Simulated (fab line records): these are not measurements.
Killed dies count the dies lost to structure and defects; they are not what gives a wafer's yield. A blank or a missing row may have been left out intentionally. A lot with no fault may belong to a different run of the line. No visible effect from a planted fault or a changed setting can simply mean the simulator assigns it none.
The same fault as seen by 2 desks | flow n5Finfet | what lay behind the numbers comes last; until then each desk has only its own

DESK OF THE TOOL OWNER: lithoTrack-03
The tool's own readings at N5_BEOL_M4_COAT_62 (time 60 s, resist thk 12 nm): means of the sampled wafers that have a number, for each lot that ran on this tool. A lot is out of limits, marked OUT, if its mean lies more than 4 standard deviations from the usual mean; the brackets give that distance.
Columns: A = heaterPowerTotalW at N5_BEOL_M4_COAT_62, usual 427.6 W; B = spinSpeedRpm at N5_BEOL_M4_COAT_62, usual 1499.9 rpm
lot  | first seen here | A     | B
L649 | day 8 04:34     | 426.1 | 1499.7
L652 | day 9 01:35     | 426.1 | 1499.1
L654 | day 9 10:46     | 427.7 | 1500.1
L655 | day 9 20:10     | 426.2 | 1500.0
L660 | day 11 01:21    | 429.1 | 1629.9 (+99 or more) OUT
L663 | day 11 09:32    | 429.7 | 1630.5 (+99 or more) OUT
This desk's verdict: out of limits on L660, L663, starting with L660 at day 11 01:21 (spinSpeedRpm at N5_BEOL_M4_COAT_62). L649, L652, L654, L655: within limits.

METROLOGY DESK
What the gauges read, lot by lot, whatever tool the lot ran on: means of the sampled wafers that have a number. A lot is out of limits, marked OUT, if its mean lies more than 4 standard deviations from the usual mean; the brackets give that distance. Shown here are 7 of its 10 readings, the ones lying furthest out on some lot.
Columns: A = DIBL_P at N5_BEOL_M4_RC_MEAS_101, usual 36.6 mV/V; B = IOFF_N at N5_BEOL_M4_RC_MEAS_101, usual 0.160 nA/um; C = IOFF_P at N5_BEOL_M4_RC_MEAS_101, usual 0.217 nA/um; D = ION_N at N5_BEOL_M4_RC_MEAS_101, usual 674 uA/um; E = ION_P at N5_BEOL_M4_RC_MEAS_101, usual 464 uA/um; F = VT_N at N5_BEOL_M4_RC_MEAS_101, usual 250.0 mV; G = VT_P at N5_BEOL_M4_RC_MEAS_101, usual -250 mV
lot  | first seen here | A    | B     | C     | D   | E   | F     | G
L648 | day 8 06:04     | 36.3 | 0.145 | 0.201 | 667 | 463 | 250.4 | -250
L649 | day 8 17:36     | 36.6 | 0.168 | 0.206 | 679 | 463 | 249.8 | -250
L651 | day 9 03:20     | 36.7 | 0.176 | 0.250 | 682 | 472 | 246.6 | -246
L652 | day 9 18:49     | 38.2 | 0.186 | 0.225 | 683 | 461 | 249.5 | -252
L654 | day 10 00:01    | 36.1 | 0.161 | 0.233 | 670 | 467 | 250.8 | -248
L655 | day 10 11:13    | 37.6 | 0.177 | 0.261 | 680 | 474 | 247.4 | -244
L656 | day 10 18:02    | 34.8 | 0.155 | 0.205 | 677 | 465 | 249.7 | -250
L660 | day 11 17:27    | 37.1 | 0.154 | 0.198 | 672 | 456 | 250.9 | -254
L663 | day 11 23:09    | 35.6 | 0.134 | 0.167 | 668 | 451 | 253.7 | -256
L669 | day 13 13:08    | 38.6 | 0.169 | 0.215 | 680 | 458 | 249.5 | -249
Result from this desk: across the 10 lots, nothing is out of limits.

PUT TOGETHER
The tool owner's desk had the chance to raise an alarm at day 11 01:21 on L660, L663.
At the metrology desk, nothing out of limits was observed.
The metrology desk holds a record of L660, L663, inside its limits.
All the named lots went through N5_BEOL_M4_COAT_62 on lithoTrack-03.

WHAT WAS PUT IN BY THE SIMULATOR
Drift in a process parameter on lithoTrack-03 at N5_BEOL_M4_COAT_62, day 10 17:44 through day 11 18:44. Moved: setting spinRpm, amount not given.
Lots struck among those shown: L660, L663.
How many hours passed from the start of the fault until each desk's first out-of-limits reading: the tool owner's desk, 8.
